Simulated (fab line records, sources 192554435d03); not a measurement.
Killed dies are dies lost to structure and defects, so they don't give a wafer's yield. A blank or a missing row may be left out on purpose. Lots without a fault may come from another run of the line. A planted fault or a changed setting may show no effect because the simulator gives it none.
Chamber matching | flow n5_finfet | N5_BEOL_M0_SAQP_CUT_ETCH_46 on rie_diel-05: 4 sister chambers
The step etches SOC in N2/H2, target depth 135 nm, overetch 27 nm, time 202.5 s. 4 wafers are shown with their chamber, then 8 later ones without.

WAFERS WITH THEIR CHAMBER
wafer  | chamber | showerhead_plenum_p_Torr (Torr)
L079.6 | 1       | 2.62
L082.2 | 0       | 2.59
L082.6 | 3       | 2.61
L085.1 | 2       | 2.70

WAFERS WITHOUT THEIR CHAMBER
wafer  | showerhead_plenum_p_Torr (Torr)
L085.3 | 2.61
L085.5 | 2.59
L086.1 | 2.70
L086.4 | 2.61
L086.5 | 2.59
L093.1 | 2.60
L093.5 | 2.60
L093.6 | 2.69

WHICH CHAMBER EACH WENT THROUGH
wafer  | from the rows above          | in truth
L085.3 | can't be placed: 3 or 1      | 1
L085.5 | 0                            | 0
L086.1 | 2                            | 2
L086.4 | can't be placed: 3 or 1      | 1
L086.5 | 0                            | 0
L093.1 | can't be placed: 3 or 0 or 1 | 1
L093.5 | can't be placed: 3 or 0 or 1 | 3
L093.6 | 2                            | 2
Placed correctly: 4 of 8. Can't be placed from these rows: 4 (the true chamber is among the candidates in 4). Placed wrongly: 0.
How it was worked out, from the rows above alone: a wafer's distance from a chamber is the root of the sum, over the readings, of the square of ((its reading less the chamber's mean) divided by the reading's scatter). The wafer belongs to the nearest chamber; if the next one is less than 2 further off, it can't be placed. A chamber's mean is the mean of its shown wafers. The scatter: with one shown wafer a chamber, the root of the mean of the squares of how far each hidden wafer lies from its nearest shown one.
